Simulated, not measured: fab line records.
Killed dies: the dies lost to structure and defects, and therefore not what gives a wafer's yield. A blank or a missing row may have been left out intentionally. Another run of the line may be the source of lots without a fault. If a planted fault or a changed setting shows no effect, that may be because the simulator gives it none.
Matching of chambers | flow n5_finfet | 3 sister chambers for N5_BEOL_M5_CURE_80 on uv_cure-02
The step cures SiCOH lowk, time 120 s. 3 wafers are shown with their chamber, then 8 later ones without.

## WAFERS PAIRED WITH THEIR CHAMBERS
wafer  | chamber | wafer_temp_C_max
L074.5 | 2       | 371.7
L086.6 | 1       | 370.8
L091.1 | 0       | 372.6

## WAFERS WITH NO CHAMBER GIVEN
wafer  | wafer_temp_C_max
L091.3 | 371.5
L091.6 | 372.7
L093.1 | 372.6
L093.3 | 372.4
L093.5 | 373.2
L093.2 | 371.9
L093.4 | 372.2
L093.6 | 372.4

## WHICH CHAMBER EACH ONE RAN IN
wafer  | from the rows above     | in truth
L091.3 | can't be placed: 2 or 1 | 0
L091.6 | 0                       | 0
L093.1 | 0                       | 0
L093.3 | can't be placed: 0 or 2 | 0
L093.5 | 0                       | 0
L093.2 | can't be placed: 2 or 0 | 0
L093.4 | can't be placed: 0 or 2 | 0
L093.6 | can't be placed: 0 or 2 | 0
Placed correctly: 3 of 8. These rows do not allow placing 5 (true chamber among the candidates in 4). Placed wrongly: 0.
How it was worked out, from the rows above alone: a wafer's distance from a chamber is the root of the sum, over the readings, of the square of ((its reading less the chamber's mean) divided by the reading's scatter). The wafer belongs to the nearest chamber; if the next one is less than 2 further off, it can't be placed. For every chamber, the mean is computed from those of its wafers that are shown. The scatter: root of mean squared gap, hidden wafer to nearest shown wafer, with one shown wafer a chamber.
